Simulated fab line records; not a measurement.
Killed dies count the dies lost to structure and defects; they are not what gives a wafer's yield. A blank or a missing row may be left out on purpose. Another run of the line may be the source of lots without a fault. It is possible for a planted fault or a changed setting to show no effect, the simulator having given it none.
Split-lot study :: flow n5Finfet :: route with 1938 steps; 7 lots, 39 wafers read

THE SPLIT ITSELF
At N5_BEOL_M15_SPUTTER_44 (material Ta, target thk 15 nm, time 24.19 s), the setting timeS was moved away from the recipe's 24.19 s on 15 of the 39 wafers read, by -31.5% to +58.3%. The other wafers ran this setting at the recipe's value.

FROM THE SPLIT TO THE READING: what the file shows between them, 3 steps
- N5_BEOL_M15_SPUTTER_45: material Cu, target thk 100 nm, time 16.67 s
- N5_BEOL_M15_ECD_47: material Cu, target thk 1860 nm
- N5_BEOL_M15_ANNEAL_48: time 90 s

THE READING
barrierFieldEndpointS, in s, at N5_BEOL_M15_CMP_49 (polishes, stops on SiO2, t overpolish 4.9 s, target thk 850 nm). On this fab line, fault-free wafers typically give 11.46 s with a standard deviation of 0.25 s.

wafer: L077.1
tool, chamber at the split: pvdSputter-01, -
timeS as run, s: 38.3
against the recipe: +58.3%
barrierFieldEndpointS, s: 14.72
against lot-mates on the recipe: +3.34

wafer: L077.2
tool, chamber at the split: pvdSputter-01, -
timeS as run, s: 24.19
against the recipe: recipe
barrierFieldEndpointS, s: 11.43
against lot-mates on the recipe: -

wafer: L077.3
tool, chamber at the split: pvdSputter-01, -
timeS as run, s: 38.3
against the recipe: +58.3%
barrierFieldEndpointS, s: 14.64
against lot-mates on the recipe: +3.26

wafer: L077.4
tool, chamber at the split: pvdSputter-01, -
timeS as run, s: 38.3
against the recipe: +58.3%
barrierFieldEndpointS, s: 15.51
against lot-mates on the recipe: +4.13

wafer: L077.6
tool, chamber at the split: pvdSputter-01, -
timeS as run, s: 24.19
against the recipe: recipe
barrierFieldEndpointS, s: 11.38
against lot-mates on the recipe: -

wafer: L077.5
tool, chamber at the split: pvdSputter-01, -
timeS as run, s: 24.19
against the recipe: recipe
barrierFieldEndpointS, s: 11.32
against lot-mates on the recipe: -

wafer: L085.1
tool, chamber at the split: pvdSputter-03, -
timeS as run, s: 36.33
against the recipe: +50.2%
barrierFieldEndpointS, s: 14.49
against lot-mates on the recipe: +2.93

wafer: L085.4
tool, chamber at the split: pvdSputter-03, -
timeS as run, s: 24.19
against the recipe: recipe
barrierFieldEndpointS, s: 11.81
against lot-mates on the recipe: -

wafer: L085.2
tool, chamber at the split: pvdSputter-03, -
timeS as run, s: 24.19
against the recipe: recipe
barrierFieldEndpointS, s: 11.55
against lot-mates on the recipe: -

wafer: L085.3
tool, chamber at the split: pvdSputter-03, -
timeS as run, s: 24.19
against the recipe: recipe
barrierFieldEndpointS, s: 11.33
against lot-mates on the recipe: -

wafer: L085.6
tool, chamber at the split: pvdSputter-03, -
timeS as run, s: 36.33
against the recipe: +50.2%
barrierFieldEndpointS, s: 14.33
against lot-mates on the recipe: +2.77

wafer: L085.5
tool, chamber at the split: pvdSputter-03, -
timeS as run, s: 36.33
against the recipe: +50.2%
barrierFieldEndpointS, s: 14.47
against lot-mates on the recipe: +2.91

wafer: L089.3
tool, chamber at the split: pvdSputter-03, -
timeS as run, s: 24.19
against the recipe: recipe
barrierFieldEndpointS, s: 11.42
against lot-mates on the recipe: -

wafer: L089.2
tool, chamber at the split: pvdSputter-03, -
timeS as run, s: 20.5
against the recipe: -15.3%
barrierFieldEndpointS, s: 10.07
against lot-mates on the recipe: -1.29

wafer: L089.1
tool, chamber at the split: pvdSputter-03, -
timeS as run, s: 24.19
against the recipe: recipe
barrierFieldEndpointS, s: 11.41
against lot-mates on the recipe: -

wafer: L089.4
tool, chamber at the split: pvdSputter-03, -
timeS as run, s: 20.5
against the recipe: -15.3%
barrierFieldEndpointS, s: 10.44
against lot-mates on the recipe: -0.92

wafer: L089.5
tool, chamber at the split: pvdSputter-03, -
timeS as run, s: 20.5
against the recipe: -15.3%
barrierFieldEndpointS, s: 10.28
against lot-mates on the recipe: -1.08

wafer: L089.6
tool, chamber at the split: pvdSputter-03, -
timeS as run, s: 24.19
against the recipe: recipe
barrierFieldEndpointS, s: 11.26
against lot-mates on the recipe: -

wafer: L092.1
tool, chamber at the split: pvdSputter-01, -
timeS as run, s: 35.06
against the recipe: +44.9%
barrierFieldEndpointS, s: 14.24
against lot-mates on the recipe: +2.41

wafer: L092.3
tool, chamber at the split: pvdSputter-01, -
timeS as run, s: 35.06
against the recipe: +44.9%
barrierFieldEndpointS, s: 14.07
against lot-mates on the recipe: +2.24

wafer: L092.2
tool, chamber at the split: pvdSputter-01, -
timeS as run, s: 24.19
against the recipe: recipe
barrierFieldEndpointS, s: 11.89
against lot-mates on the recipe: -

wafer: L092.4
tool, chamber at the split: pvdSputter-01, -
timeS as run, s: 24.19
against the recipe: recipe
barrierFieldEndpointS, s: 11.77
against lot-mates on the recipe: -

wafer: L092.5
tool, chamber at the split: pvdSputter-01, -
timeS as run, s: 35.06
against the recipe: +44.9%
barrierFieldEndpointS, s: 14.41
against lot-mates on the recipe: +2.58

wafer: L092.6
tool, chamber at the split: pvdSputter-01, -
timeS as run, s: 24.19
against the recipe: recipe
barrierFieldEndpointS, s: 11.82
against lot-mates on the recipe: -

wafer: L091.3
tool, chamber at the split: pvdSputter-03, -
timeS as run, s: 24.19
against the recipe: recipe
barrierFieldEndpointS, s: 11.52
against lot-mates on the recipe: -

wafer: L091.2
tool, chamber at the split: pvdSputter-03, -
timeS as run, s: 24.19
against the recipe: recipe
barrierFieldEndpointS, s: 11.24
against lot-mates on the recipe: -

wafer: L091.1
tool, chamber at the split: pvdSputter-03, -
timeS as run, s: 24.19
against the recipe: recipe
barrierFieldEndpointS, s: 11.54
against lot-mates on the recipe: -

wafer: L094.3
tool, chamber at the split: pvdSputter-03, -
timeS as run, s: 16.57
against the recipe: -31.5%
barrierFieldEndpointS, s: 9.63
against lot-mates on the recipe: -1.78

wafer: L094.1
tool, chamber at the split: pvdSputter-03, -
timeS as run, s: 24.19
against the recipe: recipe
barrierFieldEndpointS, s: 11.30
against lot-mates on the recipe: -

wafer: L094.4
tool, chamber at the split: pvdSputter-03, -
timeS as run, s: 16.57
against the recipe: -31.5%
barrierFieldEndpointS, s: 9.79
against lot-mates on the recipe: -1.62

wafer: L094.2
tool, chamber at the split: pvdSputter-03, -
timeS as run, s: 24.19
against the recipe: recipe
barrierFieldEndpointS, s: 11.45
against lot-mates on the recipe: -

wafer: L094.6
tool, chamber at the split: pvdSputter-03, -
timeS as run, s: 16.57
against the recipe: -31.5%
barrierFieldEndpointS, s: 9.58
against lot-mates on the recipe: -1.83

wafer: L094.5
tool, chamber at the split: pvdSputter-03, -
timeS as run, s: 24.19
against the recipe: recipe
barrierFieldEndpointS, s: 11.49
against lot-mates on the recipe: -

wafer: L097.3
tool, chamber at the split: pvdSputter-01, -
timeS as run, s: 24.19
against the recipe: recipe
barrierFieldEndpointS, s: 11.14
against lot-mates on the recipe: -

wafer: L097.2
tool, chamber at the split: pvdSputter-01, -
timeS as run, s: 24.19
against the recipe: recipe
barrierFieldEndpointS, s: 11.66
against lot-mates on the recipe: -

wafer: L097.1
tool, chamber at the split: pvdSputter-01, -
timeS as run, s: 24.19
against the recipe: recipe
barrierFieldEndpointS, s: 11.53
against lot-mates on the recipe: -

wafer: L097.4
tool, chamber at the split: pvdSputter-01, -
timeS as run, s: 24.19
against the recipe: recipe
barrierFieldEndpointS, s: 11.59
against lot-mates on the recipe: -

wafer: L097.6
tool, chamber at the split: pvdSputter-01, -
timeS as run, s: 24.19
against the recipe: recipe
barrierFieldEndpointS, s: 10.95
against lot-mates on the recipe: -

wafer: L097.5
tool, chamber at the split: pvdSputter-01, -
timeS as run, s: 24.19
against the recipe: recipe
barrierFieldEndpointS, s: 11.75
against lot-mates on the recipe: -

FIT RESULTS
A straight line over all 39 wafers: barrierFieldEndpointS changes by +0.0603 s for each +1% of timeS; r = +0.99; the points scatter about the line by 0.24 s.
The same after taking each lot's own level away (the mean of its wafers on the recipe; 39 wafers): +0.0583 s for each +1%; r = +0.99; scatter 0.22 s.
On that fit, the largest move of timeS shifts the reading by 3.4 s.
From 11.363 to 11.827 s: that is the span of the lots' own levels, equal to 1.9 times the standard deviation above.
The two slopes agree, so the slope changes little with the lot-to-lot level.
Check: with one of the wafers moved furthest among these (+58.3%) left out of the fit, the line predicts +3.39 s for it against its lot-mates. It came out at +3.34 s against them.

THE OTHER SPLITS THESE WAFERS WENT THROUGH
Other splits were also applied to these wafers ahead of the reading. Each is held against what the fit with the lots' levels taken away leaves over:
other split on the same wafers: N5_BEOL_M3_ILD_DEP_00 timeS
wafers away from the commonest value: 9
r with barrierFieldEndpointS (lot level and that fit taken away): -0.08

other split on the same wafers: N5_BEOL_M3_TRENCH_ETCH_37 targetDepthA
wafers away from the commonest value: 15
r with barrierFieldEndpointS (lot level and that fit taken away): -0.19

other split on the same wafers: N5_BEOL_M6_ILD_DEP_00 timeS
wafers away from the commonest value: 12
r with barrierFieldEndpointS (lot level and that fit taken away): +0.18

other split on the same wafers: N5_BEOL_M8_ETCH_66 targetDepthA
wafers away from the commonest value: 15
r with barrierFieldEndpointS (lot level and that fit taken away): +0.16

other split on the same wafers: N5_BEOL_M11_CVD_75 targetThkA
wafers away from the commonest value: 15
r with barrierFieldEndpointS (lot level and that fit taken away): +0.25

THE WHOLE CHAIN: every reading that the file lists as answering this split, in the file's order
step: N5_BEOL_M15_SPUTTER_44
what it does: material Ta, target thk 15 nm, time 24.19 s
reading: Ta_of_BEOL_M15_SPUTTER_44.thkNm (the simulator's own value, which no gauge read)
change (the file's fit): +0.149 nm for each +1% of the setting
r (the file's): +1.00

step: N5_BEOL_M15_CMP_49
what it does: polishes, stops on SiO2, t overpolish 4.9 s, target thk 850 nm
reading: barrierFieldEndpointS
change (the file's fit): +0.0582 s for each +1% of the setting
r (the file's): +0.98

THE FILE'S OWN FIT
barrierFieldEndpointS changes by +0.0582 s for each +1% of timeS, r = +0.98.
